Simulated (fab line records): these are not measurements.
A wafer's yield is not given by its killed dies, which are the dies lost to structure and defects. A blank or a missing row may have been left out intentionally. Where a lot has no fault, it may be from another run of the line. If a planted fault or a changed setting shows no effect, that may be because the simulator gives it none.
Which tool did it? -- flow n5 finfet -- route of 1938 steps, sampled at 1 step: 24 lots, 72 wafers

WHAT THE GAUGES READ, wafer by wafer
N5_BEOL_M10_RS_MEAS_57: measurement is done with a four-point probe. Usual: M10_RS typically reads 0.149 ohm/sq, with standard deviation 0.0035.
lot,measured,on,M10_RS (ohm/sq),flag
L075,day 10 14:41,film metro-02,0.153 0.155 0.157,
L074,day 10 15:50,film metro-01,0.150 0.154 0.149,
L077,day 10 20:49,film metro-02,0.142 0.150 0.141,
L078,day 10 23:14,film metro-01,0.142 0.149 0.149,
L079,day 11 06:13,film metro-01,0.153 0.157 0.151,
L076,day 11 11:17,film metro-01,0.144 0.140 0.143,
L081,day 11 14:12,film metro-01,0.144 0.147 0.145,
L080,day 11 16:06,film metro-02,0.151 0.147 0.147,
L082,day 12 03:56,film metro-01,0.143 0.149 0.147,
L083,day 12 07:43,film metro-01,0.151 0.152 0.154,
L084,day 12 17:52,film metro-02,0.151 0.152 0.149,
L085,day 13 01:32,film metro-02,0.152 0.155 0.153,
L087,day 13 02:55,film metro-01,0.149 0.149 0.155,
L088,day 13 11:13,film metro-02,0.146 0.148 0.149,
L086,day 13 15:22,film metro-02,0.151 0.152 0.151,
L089,day 13 23:40,film metro-02,0.149 0.147 0.144,
L090,day 14 06:40,film metro-02,0.146 0.148 0.147,
L091,day 14 07:20,film metro-02,0.148 0.149 0.150,
L093,day 14 16:25,film metro-01,0.147 0.149 0.146,
L092,day 15 00:45,film metro-01,0.151 0.149 0.150,
L095,day 15 06:55,film metro-02,0.153 0.152 0.150,
L094,day 15 09:35,film metro-02,0.150 0.152 0.150,
L096,day 15 14:38,film metro-01,0.148 0.147 0.150,
L097,day 15 19:53,film metro-01,0.151 0.151 0.151,

TOOL THAT RAN EACH LOT (tool first, then ch and the chambers of the sampled wafers, then the start)
The record holds no process step before these readings.

WHAT THE TOOLS THEMSELVES READ (means of the sampled wafers that have a number; where no wafer has one, the mark that the record gives instead)
The record holds no such reading with a usual standard deviation.

THE ANSWER, worked out from the rows above alone
Rule: lot off if the mean of its wafers having a number is beyond 3 standard deviations from the usual mean. A lot without any number at a reading at which 4 lots or more have one is off too. All remaining lots with rows at the step are treated as sound. The gauges are gone through in route order, then the tools' own readings, and for those a lot's mean is taken as printed above. The first step at which some lot is off is used, and at that step the reading that is off furthest; a lot without a number counts as furthest.
Nothing can be told from this: no lot is off at any reading shown.

WHAT THE SIMULATOR HAD PUT IN
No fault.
